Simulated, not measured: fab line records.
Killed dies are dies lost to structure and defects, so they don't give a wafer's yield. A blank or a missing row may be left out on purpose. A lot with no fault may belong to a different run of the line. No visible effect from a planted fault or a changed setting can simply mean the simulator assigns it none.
Matching of chambers :: flow n5 finfet :: N5_BEOL_M2_STRIP_19 on rie diel-06 has 4 sister chambers
The step strips in O2. 4 wafers are shown with their chamber, then 8 later ones without.

== EACH WAFER AND ITS CHAMBER ==
wafer: L083.3
chamber: 2
drypump motor current A (A): 5.4

wafer: L087.4
chamber: 0
drypump motor current A (A): 5.3

wafer: L089.3
chamber: 3
drypump motor current A (A): 5.0

wafer: L091.1
chamber: 1
drypump motor current A (A): 5.9

== WAFERS MISSING THEIR CHAMBER ==
wafer: L091.4
drypump motor current A (A): 5.0

wafer: L091.6
drypump motor current A (A): 5.3

wafer: L094.3
drypump motor current A (A): 5.3

wafer: L094.5
drypump motor current A (A): 5.0

wafer: L094.6
drypump motor current A (A): 5.3

wafer: L096.3
drypump motor current A (A): 5.0

wafer: L096.4
drypump motor current A (A): 5.3

wafer: L096.5
drypump motor current A (A): 5.2

== THE CHAMBER EACH PASSED THROUGH ==
wafer: L091.4
from the rows above: 3
in truth: 3

wafer: L091.6
from the rows above: 0
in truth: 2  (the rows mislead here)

wafer: L094.3
from the rows above: 0
in truth: 0

wafer: L094.5
from the rows above: 3
in truth: 3

wafer: L094.6
from the rows above: 0
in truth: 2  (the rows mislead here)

wafer: L096.3
from the rows above: 3
in truth: 3

wafer: L096.4
from the rows above: 0
in truth: 0

wafer: L096.5
from the rows above: 0
in truth: 0
6 of 8 placed correctly. Left unplaced by these rows: 0. Wrongly placed: 2.
How it was worked out, from the rows above alone: a wafer's distance from a chamber is the root of the sum, over the readings, of the square of ((its reading less the chamber's mean) divided by the reading's scatter). If the next closest chamber is less than 2 further off than the closest, the wafer can't be placed; otherwise it belongs to the closest. The mean given for a chamber averages the wafers shown for that chamber. The scatter: with one shown wafer a chamber, the root of the mean of the squares of how far each hidden wafer lies from its nearest shown one.
